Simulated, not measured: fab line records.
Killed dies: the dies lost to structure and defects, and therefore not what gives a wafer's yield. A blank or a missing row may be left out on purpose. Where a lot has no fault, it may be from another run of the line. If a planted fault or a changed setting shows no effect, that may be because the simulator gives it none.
fab line records    flow n5Finfet
[record] lots = 10  wafers = 30  lastDay = 19
route steps=1938 shown SD_EPI_P@314 BEOL_M4@1087 PASSIVATION@1936
lots that met no fault: taken from a fault-free run of the same line
startH: start of the lot's first displayed wafer, in hours after the record's first day    waitH: hours since the lot's step before    " repeats the value in the row above    L1.1+2: several wafers, shown together as one row    - no value, or no start was given    * or withheld: withheld    < > ~ a bound
route shown NAME@n: a module of which the file shows steps, and the number in the route of the first    usual: mean/standard deviation taken from wafers without a fault    same: alike in all rows    chamber/n: place in a boat    sites: each site's reading    _std_site: standard deviation of those values    _edge_site: outer sites' mean less inner sites'    radiusMm: for every site, how far away it sits from the centre of the wafer    mask NAME#n: copy n    behind: tool/chamber where the wafer was last shaped    hold: cause of the lot's hold/its duration in hours/its outcome    device: names the non-switching transistor (n, p or np)    end of line: the same wafers' tests at the end of the route    a step given without rows: its recipe and nothing more    killed: not the wafer's yield, but the dies lost to structure and defects at the first sort    map: per-die view of a wafer (x killed, . not killed, _ where there is no die)
set.NAME: the run value of the setting; set.NAME@STEP: its run value at that earlier step    model.NAME: the simulator's own value behind a step, which no gauge read
steps of the route over a sample of lots; a table a step, a row a wafer
services: when a tool's chamber went out of use (startH, in hours from the record's first day, below 0 if earlier), for how many hours, and the reason
[[steps]]
[step N5_SD_EPI_P_SD_RECESS_17]
[recipe] chemistry = HBr/Cl2/O2  targetDepthA = 391  btTimeS = 3  pressureMtorr = 10  icpW = 800  biasW = 112  HBr_flow_sccm = 150  Cl2_flow_sccm = 80  O2_flow_sccm = 12
[usual] drypumpMotorCurrentA = 5.86/0.27  oesProductAu = 1.000/0.016  throttleValvePct = 37.1/0.34
lot.wafer  tool      chamber  startH  waitH  drypumpMotorCurrentA  oesProductAu  rfHoursCounterH  throttleValvePct
L357.2     rieSi-03  3        57.65   0.0    5.72                  1.002         80               36.5
L357.3     "         0        "       "      5.85                  0.988         87               36.7
L357.4     "         1        "       "      5.88                  0.992         171              37.2
L359.2     rieSi-05  2        66.20   0.0    5.66                  1.018         145              37.3
L359.3     "         1        "       "      5.68                  0.978         136              37.5
L359.5     "         1        "       "      5.67                  0.970         -                37.5
L360.4     rieSi-05  2        74.30   0.0    5.64                  1.016         145              37.3
L360.5     "         0        "       "      6.02                  1.036         -                36.9
L360.6     "         3        "       "      5.77                  1.005         -                37.0
L362.2     rieSi-05  1        86.04   0.0    5.69                  0.969         136              37.5
L362.5     "         2        "       "      5.69                  1.012         -                37.3
L362.6     "         3        "       "      5.74                  1.016         -                37.0
L363.2     rieSi-05  0        93.71   0.0    6.02                  1.040         6                36.9
L363.3     "         2        "       "      5.70                  1.018         145              37.3
L363.6     "         1        "       "      5.68                  0.984         -                37.5
L364.3     rieSi-05  2        97.68   0.0    5.69                  1.014         145              37.3
L364.5     "         1        "       "      5.70                  0.975         -                37.5
L364.6     "         2        "       "      5.67                  1.012         -                37.3
L365.2     rieSi-05  1        101.52  0.0    5.69                  0.969         137              37.5
L365.4     "         2        "       "      5.67                  1.014         145              37.3
L365.5     "         3        "       "      5.79                  1.010         -                37.0
L368.1     rieSi-03  0        118.65  0.0    5.84                  0.993         88               36.7
L368.2     "         2        "       "      6.26                  1.002         67               36.8
L368.3     "         3        "       "      5.73                  0.996         82               36.6
L372.3     rieSi-04  1        145.23  0.0    6.52                  1.010         0                37.1
L372.4     "         2        "       "      5.23                  0.995         -                37.0
L372.5     "         1        "       "      6.54                  1.015         -                37.1
L379.4     rieSi-05  2        193.07  0.0    5.66                  1.009         147              37.3
L379.5     "         2        "       "      5.65                  1.012         -                37.3
L379.6     "         3        "       "      5.77                  1.007         -                37.0
[step N5_BEOL_M4_ANNEAL_80]
[recipe] tempC = 400  timeS = 240  ambient = vacuum
[usual] heaterPowerW = 807/92
lot.wafer  tool           chamber  startH  waitH  heaterPowerW
L357.2     pvdSputter-01  -        153.59  0.1    838
L357.3     "              -        "       "      625
L357.4     "              -        "       "      845
L359.2     pvdSputter-03  -        161.86  0.0    843
L359.3     "              -        "       "      776
L359.5     "              -        "       "      835
L360.4     pvdSputter-02  -        185.12  0.0    871
L360.5     "              -        "       "      853
L360.6     "              -        "       "      853
L362.2     pvdSputter-01  -        202.09  0.1    832
L362.5     "              -        "       "      632
L362.6     "              -        "       "      831
L363.2     pvdSputter-03  -        213.55  0.0    836
L363.3     "              -        "       "      861
L363.6     "              -        "       "      811
L364.3     pvdSputter-02  -        230.28  0.0    856
L364.5     "              -        "       "      881
L364.6     "              -        "       "      597
L365.2     pvdSputter-03  -        230.51  0.0    910
L365.4     "              -        "       "      788
L365.5     "              -        "       "      915
L368.1     pvdSputter-03  -        250.97  0.0    901
L368.2     "              -        "       "      802
L368.3     "              -        "       "      840
L372.3     pvdSputter-02  -        262.54  0.0    844
L372.4     "              -        "       "      612
L372.5     "              -        "       "      863
L379.4     pvdSputter-03  -        326.53  0.1    918
L379.5     "              -        "       "      853
L379.6     "              -        "       "      785
[step N5_BEOL_M4_ANNEAL_89]
[recipe] tempC = 400  timeS = 240  ambient = vacuum
[usual] heaterPowerW = 806/92
lot.wafer  tool           chamber  startH  waitH  heaterPowerW
L357.2     pvdSputter-01  -        154.91  0.1    833
L357.3     "              -        "       "      623
L357.4     "              -        "       "      807
L359.2     pvdSputter-03  -        162.52  0.0    841
L359.3     "              -        "       "      802
L359.5     "              -        "       "      831
L360.4     pvdSputter-02  -        185.78  0.0    852
L360.5     "              -        "       "      865
L360.6     "              -        "       "      869
L362.2     pvdSputter-01  -        203.41  0.1    849
L362.5     "              -        "       "      651
L362.6     "              -        "       "      812
L363.2     pvdSputter-03  -        214.21  0.0    820
L363.3     "              -        "       "      828
L363.6     "              -        "       "      830
L364.3     pvdSputter-02  -        230.94  0.0    846
L364.5     "              -        "       "      871
L364.6     "              -        "       "      605
L365.2     pvdSputter-03  -        231.17  0.0    902
L365.4     "              -        "       "      787
L365.5     "              -        "       "      910
L368.1     pvdSputter-03  -        251.63  0.0    890
L368.2     "              -        "       "      788
L368.3     "              -        "       "      818
L372.3     pvdSputter-02  -        263.20  0.0    842
L372.4     "              -        "       "      589
L372.5     "              -        "       "      870
L379.4     pvdSputter-03  -        327.19  0.1    894
L379.5     "              -        "       "      842
L379.6     "              -        "       "      778
[step N5_BEOL_M4_SPUTTER_94]
[recipe] material = Cu  targetThkA = 45  tempC = -20  chamberPressurePa = 0.07  powerW = withheld  timeS = 8.29
[usual] chuckGasFlowSccm = 1.26/0.047  throttleValvePct = 30.4/1.2
lot.wafer  tool           chamber  startH  waitH  chuckGasFlowSccm  throttleValvePct
L357.2     pvdSputter-01  -        156.07  0.1    1.31              30.4
L357.3     "              -        "       "      1.25              30.3
L357.4     "              -        "       "      1.19              28.3
L359.2     pvdSputter-03  -        163.10  0.1    1.34              29.4
L359.3     "              -        "       "      1.28              32.6
L359.5     "              -        "       "      1.20              29.7
L360.4     pvdSputter-02  -        186.36  0.1    1.29              31.5
L360.5     "              -        "       "      1.27              31.0
L360.6     "              -        "       "      1.29              31.6
L362.2     pvdSputter-01  -        204.57  0.1    1.26              31.3
L362.5     "              -        "       "      1.26              30.3
L362.6     "              -        "       "      1.24              28.3
L363.2     pvdSputter-03  -        214.79  0.1    1.24              29.3
L363.3     "              -        "       "      1.20              30.0
L363.6     "              -        "       "      1.23              29.8
L364.3     pvdSputter-02  -        231.52  0.1    1.27              31.6
L364.5     "              -        "       "      1.27              31.9
L364.6     "              -        "       "      1.32              29.2
L365.2     pvdSputter-03  -        231.75  0.1    1.32              28.8
L365.4     "              -        "       "      1.25              32.6
L365.5     "              -        "       "      1.31              28.8
L368.1     pvdSputter-03  -        252.21  0.1    1.34              29.0
L368.2     "              -        "       "      1.26              32.9
L368.3     "              -        "       "      1.29              29.8
L372.3     pvdSputter-02  -        263.78  0.1    1.24              31.4
L372.4     "              -        "       "      1.21              29.5
L372.5     "              -        "       "      1.23              31.3
L379.4     pvdSputter-03  -        327.74  0.0    1.32              28.8
L379.5     "              -        "       "      1.23              30.1
L379.6     "              -        "       "      1.29              32.5
[step N5_BEOL_M4_RC_MEAS_101]
[usual] DIBL_N = 36.2/1.2  DIBL_P = 36.3/1.3  IOFF_N = 0.155/0.019  IOFF_P = 0.210/0.029  IOFF_P_85C = 3.6/0.42  IOFF_P_LIN = 0.100/0.011  ION_N = 677/8.6  ION_P = 465/6.8  SS_N = 71.4/0.48  SS_P = 73.2/0.53  VT_N = 249.9/2.4  VT_P = -250/3.2  VT_P_LVT = -99.0/2.5
lot.wafer  tool       chamber  startH  waitH  DIBL_N[mV/V]  DIBL_P[mV/V]  IOFF_N[nA/um]  IOFF_P[nA/um]  IOFF_P_85C[nA/um]  IOFF_P_LIN[nA/um]  ION_N[uA/um]  ION_P[uA/um]  SS_N[mV/dec]  SS_P[mV/dec]  VT_N[mV]  VT_P[mV]  VT_P_LVT[mV]
L357.2     prober-02  0        158.43  0.2    36.5          36.8          0.157          0.199          3.5                0.094              672           464           71.7          72.9          250.5     -252      -101.1
L357.3     "          0        "       "      36.3          36.4          0.153          0.198          3.5                0.094              673           459           71.1          73.6          251.6     -250      -101.4
L357.4     "          0        "       "      37.5          37.9          0.178          0.220          3.8                0.101              685           469           71.9          72.6          249.3     -250      -99.8
L359.2     prober-02  0        164.57  0.2    35.9          36.3          0.161          0.233          3.9                0.110              680           471           71.5          73.6          247.7     -247      -95.3
L359.3     "          0        "       "      35.5          36.4          0.155          0.227          3.9                0.106              690           476           70.4          72.9          246.8     -247      -96.5
L359.5     "          0        "       "      35.7          36.2          0.155          0.229          3.9                0.107              681           472           70.8          73.7          246.7     -248      -96.6
L360.4     prober-01  0        188.14  0.5    34.5          35.1          0.138          0.196          3.4                0.096              682           470           70.4          73.4          250.0     -249      -99.8
L360.5     "          0        "       "      34.6          34.9          0.140          0.194          3.4                0.094              670           465           70.7          72.7          251.1     -251      -100.2
L360.6     "          0        "       "      34.0          34.1          0.121          0.177          3.1                0.089              664           456           70.3          72.9          253.0     -254      -100.2
L362.2     prober-02  0        206.36  0.2    37.6          37.0          0.164          0.198          3.5                0.096              679           458           71.6          73.7          248.7     -252      -99.6
L362.5     "          0        "       "      37.2          36.6          0.149          0.181          3.2                0.088              673           457           71.4          74.1          252.1     -253      -102.0
L362.6     "          0        "       "      36.1          35.7          0.144          0.183          3.2                0.090              674           465           71.0          73.3          251.6     -251      -100.9
L363.2     prober-02  0        216.28  0.2    35.7          43.6          0.176          0.618          9.0                0.155              682           488           71.8          77.8          251.2     -244      -91.1
L363.3     "          0        "       "      34.8          35.9          0.147          0.219          3.8                0.105              680           474           70.9          74.0          250.3     -252      -98.3
L363.6     "          0        "       "      33.7          41.4          0.128          0.492          7.4                0.132              681           486           70.7          77.9          250.1     -243      -93.4
L364.3     prober-01  0        233.15  0.3    35.4          36.0          0.149          0.187          3.4                0.091              678           464           71.4          72.9          248.8     -254      -100.8
L364.5     "          0        "       "      36.3          36.8          0.161          0.198          3.5                0.094              689           469           71.6          73.5          249.3     -252      -101.2
L364.6     "          0        "       "      34.9          44.6          0.133          0.680          9.9                0.128              667           483           71.3          81.0          252.8     -248      -95.6
L365.2     prober-02  0        233.38  0.2    35.4          42.3          0.155          0.630          9.2                0.160              679           492           71.8          78.5          247.3     -239      -88.7
L365.4     "          0        "       "      36.1          35.5          0.165          0.245          4.2                0.119              683           477           71.8          73.4          248.0     -244      -93.7
L365.5     "          0        "       "      35.5          35.5          0.158          0.257          4.4                0.123              671           474           71.6          73.4          248.7     -244      -93.8
L368.1     prober-01  0        253.57  0.0    35.5          35.8          0.165          0.222          3.8                0.104              687           467           71.0          73.1          245.4     -249      -98.3
L368.2     "          0        "       "      37.7          37.8          0.204          0.267          4.5                0.119              678           470           71.8          73.8          246.3     -248      -95.0
L368.3     "          0        "       "      35.9          35.3          0.152          0.218          3.8                0.101              678           469           71.9          73.3          252.4     -250      -97.2
L372.3     prober-01  0        265.65  0.3    37.0          37.8          0.187          0.269          4.4                0.121              680           469           71.5          74.1          245.6     -244      -93.8
L372.4     "          0        "       "      36.3          37.1          0.175          0.266          4.4                0.122              696           479           71.9          73.7          247.8     -247      -94.1
L372.5     "          0        "       "      36.7          37.1          0.172          0.257          4.3                0.118              686           478           71.8          73.1          245.8     -246      -94.7
L379.4     prober-02  0        329.51  0.5    36.7          36.1          0.170          0.206          3.6                0.096              676           466           71.5          73.0          247.0     -251      -98.8
L379.5     "          0        "       "      36.6          35.9          0.166          0.199          3.5                0.093              676           461           70.6          73.5          250.3     -252      -99.0
L379.6     "          0        "       "      37.7          38.0          0.184          0.240          4.0                0.109              690           471           72.1          73.9          245.6     -249      -96.8
[step N5_PASSIVATION_PROBE_49]
[usual] defectLimitedYield = 91.2/1.4  killed_at_M0_to_M3 = 34/10  killed_at_M4_up = 13/5.1  killedAtContacts = 12/6.5  killedAtFrontEnd = 41/11  killedAtOther = 4/3.3  killedDies = 104/16  killedOpen = 69/13  killedShort = 33/7  sort_bin_4_leakage = 0/0  sort_bin_5_function = 5.1/0.91  sort_bin_6_memory = 3.3/0.69  sortNPass = 1076/16  sortYieldPct = 91.2/1.4
[same] grossDies = 1180  killedAtBackSide = 0  sort_bin_8_speed[%] = 0
lot.wafer  tool       chamber  startH  waitH  defectLimitedYield[%]  killed_at_M0_to_M3  killed_at_M4_up  killedAtContacts  killedAtFrontEnd  killedAtOther  killedDies  killedOpen  killedShort  sort_bin_4_leakage[%]  sort_bin_5_function[%]  sort_bin_6_memory[%]  sortNPass  sortYieldPct[%]
L359.2     prober-01  -        274.35  0.1    91.2                   45                  6                17                35                1              104         73          31           0                      5.2                     3.6                   1076       91.2
L359.3     prober-01  -        274.40  0.1    91.8                   28                  8                17                41                3              97          66          31           0                      4.8                     3.0                   1083       91.8
L359.5     prober-01  -        274.50  0.2    91.4                   37                  7                15                40                3              102         68          34           0                      4.9                     3.4                   1078       91.4
L360.4     prober-02  -        298.55  0.2    89.4                   37                  26               10                49                3              125         85          30           0                      5.8                     4.0                   1055       89.4
L360.5     prober-02  -        298.60  0.2    91.2                   29                  8                18                48                1              104         70          32           0                      5.3                     3.1                   1076       91.2
L360.6     prober-02  -        298.65  0.3    90.9                   23                  16               20                47                1              107         71          33           0                      5.8                     3.1                   1073       90.9
L362.2     prober-01  -        315.75  0.1    89.7                   37                  6                10                65                3              121         78          37           0                      5.4                     4.3                   1059       89.7
L362.5     prober-01  -        315.90  0.2    91.0                   38                  11               13                38                6              106         60          35           0                      5.1                     3.0                   1074       91.0
L362.6     prober-01  -        315.95  0.3    89.0                   47                  18               14                50                1              130         88          39           0                      7.4                     3.3                   1050       89.0
L363.2     prober-01  -        319.90  0.1    89.6                   45                  19               19                35                5              123         94          28           32.63                  6.5                     3.6                   672        56.9
L363.3     prober-01  -        319.95  0.1    90.2                   50                  18               15                27                6              116         83          33           0                      4.7                     4.5                   1064       90.2
L363.6     prober-01  -        320.10  0.3    90.8                   35                  20               8                 45                1              109         79          26           5.08                   5.2                     3.9                   1011       85.7
L364.3     prober-01  -        339.63  0.1    90.5                   43                  11               6                 47                5              112         71          41           0                      5.5                     3.9                   1068       90.5
L364.5     prober-01  -        339.73  0.2    91.2                   33                  26               9                 31                5              104         75          29           0                      5.5                     3.1                   1076       91.2
L364.6     prober-01  -        339.78  0.3    89.6                   59                  18               6                 38                2              123         84          38           60.59                  5.5                     4.2                   342        29.0
L365.2     prober-02  -        343.53  0.8    90.3                   29                  7                23                55                1              115         79          34           33.98                  5.7                     3.9                   664        56.3
L365.4     prober-02  -        343.63  0.9    91.8                   18                  21               22                36                0              97          72          25           0                      5.1                     3.1                   1083       91.8
L365.5     prober-02  -        343.68  1.0    90.5                   37                  6                13                56                0              112         74          37           0                      5.5                     3.7                   1068       90.5
L368.2     prober-02  -        356.64  0.1    90.8                   50                  18               8                 29                3              108         65          42           0                      5.6                     3.3                   1072       90.8
L372.3     prober-02  -        371.42  0.1    89.6                   45                  12               7                 52                7              123         87          34           0                      5.4                     4.3                   1057       89.6
L372.4     prober-02  -        371.47  0.2    94.4                   15                  12               13                24                2              66          46          20           0                      3.1                     2.0                   1114       94.4
L372.5     prober-02  -        371.52  0.2    90.8                   25                  18               10                44                11             108         68          35           0                      4.9                     3.6                   1072       90.8
// killed by level:class
L359.2 MOL_CONTACT_COAG:geometricParticle:open=13 STI_FIN_REVEAL:geometricParticle:open=10 FIN_SAQP:geometricParticle:open=8 BEOL_M0_SAQP:geometricParticle:short=8 BEOL_M3:geometricParticle:open=8 BEOL_M2:geometricParticle:open=7 BEOL_M0:geometricParticle:open=6 BEOL_M0_SAQP:geometricParticle:open=5
L359.3 STI_FIN_REVEAL:geometricParticle:open=14 MOL_CONTACT_COAG:geometricParticle:open=12 BEOL_M0_SAQP:geometricParticle:open=8 BEOL_M0_SAQP:geometricParticle:short=6 BEOL_M2:geometricParticle:open=6 FIN_SAQP:geometricParticle:short=5 MOL_CONTACT_COAG:geometricParticle:short=5 FIN_SAQP:geometricParticle:open=4
L359.5 BEOL_M0_SAQP:geometricParticle:open=14 MOL_CONTACT_COAG:geometricParticle:open=11 FIN_SAQP:geometricParticle:short=10 STI_FIN_REVEAL:geometricParticle:open=7 DUMMY_GATE:geometricParticle:open=6 BEOL_M1:geometricParticle:open=6 FIN_SAQP:geometricParticle:open=5 BEOL_M0_SAQP:geometricParticle:short=5
L360.4 BEOL_M2:geometricParticle:open=14 BEOL_M4:geometricParticle:open=13 STI_FIN_REVEAL:geometricParticle:open=11 FIN_SAQP:geometricParticle:open=9 MOL_CONTACT_COAG:geometricParticle:open=7 BEOL_M0_SAQP:geometricParticle:short=6 BEOL_M0_SAQP:geometricParticle:open=5 STARTING-WAFER:geometricParticle:open=5
L360.5 STI_FIN_REVEAL:geometricParticle:open=16 MOL_CONTACT_COAG:geometricParticle:open=16 BEOL_M2:geometricParticle:open=10 FIN_SAQP:geometricParticle:short=9 BEOL_M0_SAQP:geometricParticle:open=8 STI_FIN_REVEAL:geometricParticle:short=6 FIN_SAQP:geometricParticle:open=5 BEOL_M2:geometricParticle:short=4
L360.6 STI_FIN_REVEAL:geometricParticle:open=15 MOL_CONTACT_COAG:geometricParticle:open=14 DUMMY_GATE:geometricParticle:open=8 BEOL_M4:geometricParticle:open=8 MOL_CONTACT_COAG:geometricParticle:short=6 BEOL_M0_SAQP:geometricParticle:short=6 FIN_SAQP:geometricParticle:short=5 BEOL_M0_SAQP:geometricParticle:open=4
L362.2 STI_FIN_REVEAL:geometricParticle:open=29 BEOL_M0_SAQP:geometricParticle:short=15 BEOL_M0_SAQP:geometricParticle:open=11 MOL_CONTACT_COAG:geometricParticle:open=8 FIN_SAQP:geometricParticle:short=7 DUMMY_GATE:geometricParticle:open=5 BEOL_M3:geometricParticle:open=5 FIN_SAQP:geometricParticle:open=4
L362.5 STI_FIN_REVEAL:geometricParticle:open=11 MOL_CONTACT_COAG:geometricParticle:open=11 BEOL_M3:geometricParticle:open=10 BEOL_M0_SAQP:geometricParticle:short=8 BEOL_M0_SAQP:geometricParticle:open=8 HKMG_FIN:areaEtch=7 DUMMY_GATE:geometricParticle:open=5 BEOL_M1:geometricParticle:short=4
L362.6 STI_FIN_REVEAL:geometricParticle:open=19 BEOL_M0_SAQP:geometricParticle:open=15 MOL_CONTACT_COAG:geometricParticle:open=10 BEOL_M3:geometricParticle:open=10 BEOL_M0_SAQP:geometricParticle:short=7 BEOL_M1:geometricParticle:open=7 BEOL_M4:geometricParticle:open=7 FIN_SAQP:geometricParticle:short=6
L363.2 BEOL_M2:geometricParticle:open=19 MOL_CONTACT_COAG:geometricParticle:open=17 FIN_SAQP:geometricParticle:open=12 FIN_SAQP:geometricParticle:short=7 BEOL_M0_SAQP:geometricParticle:open=7 BEOL_M1:geometricParticle:open=7 BEOL_M4:geometricParticle:open=7 BEOL_M0_SAQP:geometricParticle:short=6
L363.3 MOL_CONTACT_COAG:geometricParticle:open=13 BEOL_M1:geometricParticle:open=12 BEOL_M3:geometricParticle:open=10 FIN_SAQP:geometricParticle:short=9 BEOL_M2:geometricParticle:open=9 BEOL_M0_SAQP:geometricParticle:short=8 BEOL_M4:geometricParticle:open=8 BEOL_M0_SAQP:geometricParticle:open=7
L363.6 FIN_SAQP:geometricParticle:open=21 BEOL_M3:geometricParticle:open=13 FIN_SAQP:geometricParticle:short=7 MOL_CONTACT_COAG:geometricParticle:open=7 BEOL_M2:geometricParticle:open=7 BEOL_M1:geometricParticle:open=6 BEOL_M0_SAQP:geometricParticle:open=4 STARTING-WAFER:geometricParticle:short=4
L364.3 STI_FIN_REVEAL:geometricParticle:open=15 BEOL_M0_SAQP:geometricParticle:open=13 BEOL_M1:geometricParticle:open=7 FIN_SAQP:geometricParticle:open=6 FIN_SAQP:geometricParticle:short=6 BEOL_M0_SAQP:geometricParticle:short=6 BEOL_M2:geometricParticle:open=6 STI_FIN_REVEAL:geometricParticle:short=5
L364.5 BEOL_M4:geometricParticle:open=17 BEOL_M1:geometricParticle:open=11 FIN_SAQP:geometricParticle:open=9 BEOL_M0_SAQP:geometricParticle:open=8 FIN_SAQP:geometricParticle:short=6 STI_FIN_REVEAL:geometricParticle:open=6 MOL_CONTACT_COAG:geometricParticle:open=6 BEOL_M2:geometricParticle:open=6
L364.6 BEOL_M1:geometricParticle:open=19 BEOL_M0_SAQP:geometricParticle:short=14 STI_FIN_REVEAL:geometricParticle:open=12 BEOL_M0_SAQP:geometricParticle:open=10 BEOL_M2:geometricParticle:open=10 BEOL_M4:geometricParticle:open=7 FIN_SAQP:geometricParticle:short=6 MOL_CONTACT_COAG:geometricParticle:open=6
L365.2 MOL_CONTACT_COAG:geometricParticle:open=20 FIN_SAQP:geometricParticle:open=14 STI_FIN_REVEAL:geometricParticle:open=12 FIN_SAQP:geometricParticle:short=11 DUMMY_GATE:geometricParticle:open=6 BEOL_M2:geometricParticle:open=6 BEOL_M0_SAQP:geometricParticle:short=6 BEOL_M1:geometricParticle:open=6
L365.4 MOL_CONTACT_COAG:geometricParticle:open=18 STI_FIN_REVEAL:geometricParticle:open=11 FIN_SAQP:geometricParticle:open=8 BEOL_M5:geometricParticle:open=6 BEOL_M1:geometricParticle:open=5 FIN_SAQP:geometricParticle:short=4 MOL_CONTACT_COAG:geometricParticle:short=4 BEOL_M0_SAQP:geometricParticle:short=4
L365.5 STI_FIN_REVEAL:geometricParticle:open=16 FIN_SAQP:geometricParticle:open=11 MOL_CONTACT_COAG:geometricParticle:open=9 BEOL_M1:geometricParticle:open=7 BEOL_M0_SAQP:geometricParticle:open=7 BEOL_M0_SAQP:geometricParticle:short=7 ILD0:geometricParticle:short=5 BEOL_M2:geometricParticle:open=5
L368.2 BEOL_M4:geometricParticle:open=11 BEOL_M0_SAQP:geometricParticle:short=9 BEOL_M1:geometricParticle:short=9 BEOL_M2:geometricParticle:open=8 BEOL_M1:geometricParticle:open=7 BEOL_M3:geometricParticle:open=7 BEOL_M0_SAQP:geometricParticle:open=6 MOL_CONTACT_COAG:geometricParticle:open=5
L372.3 STI_FIN_REVEAL:geometricParticle:open=17 FIN_SAQP:geometricParticle:open=9 BEOL_M1:geometricParticle:open=9 FIN_SAQP:geometricParticle:short=8 BEOL_M2:geometricParticle:open=8 BEOL_M0_SAQP:geometricParticle:open=8 BEOL_M3:geometricParticle:open=8 MOL_CONTACT_COAG:geometricParticle:open=7
L372.4 MOL_CONTACT_COAG:geometricParticle:open=13 STI_FIN_REVEAL:geometricParticle:open=9 BEOL_M3:geometricParticle:open=9 BEOL_M4:geometricParticle:open=6 GATE_CUT:geometricParticle:short=3 BEOL_M3:geometricParticle:short=3 STARTING-WAFER:geometricParticle:short=3 STI_FIN_REVEAL:geometricParticle:short=2
L372.5 STI_FIN_REVEAL:geometricParticle:open=18 BEOL_M3:geometricParticle:open=11 BEOL_M4:geometricParticle:open=8 MOL_CONTACT_COAG:geometricParticle:open=7 PASS1_CAP:geometricParticle:short=7 STARTING-WAFER:geometricParticle:open=6 HKMG_FIN:areaEtch=5 GATE_CUT:geometricParticle:short=4
[[services]]
tool           chamber  startH  hours  kind
rieSi-03       1        52.42   2.1    repair
rieSi-04       1        94.80   -      clean
rieSi-04       1        94.80   22.4   scheduledDown
rieSi-04       1        94.80   22.4   ventCycle
rieSi-03       -        106.36  0.2    repair
rieSi-05       -        108.66  0.3    repair
rieSi-05       3        108.97  2.1    repair
rieSi-05       -        111.27  14.6   pm
rieSi-04       0        143.64  3.5    repair
pvdSputter-01  -        146.86  5.2    repair
rieSi-04       0        164.24  2.1    repair
rieSi-04       2        174.84  -      clean
rieSi-04       2        174.84  17.6   scheduledDown
rieSi-04       2        174.84  17.6   ventCycle
rieSi-03       3        213.05  8.5    repair
rieSi-03       1        226.40  2.0    repair
rieSi-05       1        244.10  18.4   repair
rieSi-05       0        248.16  9.0    repair
rieSi-05       0        300.31  15.8   repair
[[key]]
[firstSign] step = N5_BEOL_M4_RC_MEAS_101  reading = IOFF_P  direction = up  sigmas = 14  usual = 0.210  struck = 0.605
[effect] step = N5_BEOL_M4_RC_MEAS_101  reading = IOFF_P_85C  direction = up  sigmas = 13  usual = 3.6  struck = 8.9
[effect] step = N5_BEOL_M4_RC_MEAS_101  reading = SS_P  direction = up  sigmas = 11  usual = 73.2  struck = 78.8
[effect] step = N5_BEOL_M4_RC_MEAS_101  reading = DIBL_P  direction = up  sigmas = 5.1  usual = 36.3  struck = 43.0
[effect] step = N5_BEOL_M4_RC_MEAS_101  reading = IOFF_P_LIN  direction = up  sigmas = 3.9  usual = 0.100  struck = 0.144
[effect] step = N5_BEOL_M4_RC_MEAS_101  reading = ION_P  direction = up  sigmas = 3.4  usual = 465  struck = 488
[effect] step = N5_BEOL_M4_RC_MEAS_101  reading = VT_P_LVT  direction = up  sigmas = 2.7  usual = -99.0  struck = -92.2
[effect] step = N5_BEOL_M4_RC_MEAS_101  reading = VT_P  direction = up  sigmas = 2  usual = -250  struck = -244
[effect] step = N5_PASSIVATION_PROBE_49  reading = sort_bin_4_leakage  direction = up  sigmas = 99+  usual = 0  struck = 33.07
metAt N5_SD_EPI_P_SD_RECESS_17
struckLots L363,L364,L365
struckWafers L363.2,L363.6,L364.6,L365.2
notActingAt N5_BEOL_M4_ANNEAL_80,N5_BEOL_M4_ANNEAL_89,N5_BEOL_M4_SPUTTER_94
onsetBetween 86.04 93.71
[fault] kind = processParameterDrift  tool = rieSi-05  chamber = -  onsetH = 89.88  steps = N5_SD_EPI_P_SD_RECESS_17  channel = targetDepthA  offset = 74.107  shape = step  endH = 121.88  scope = struckWafersOnly  actsIn = theseRecipesOnly  stated = 391
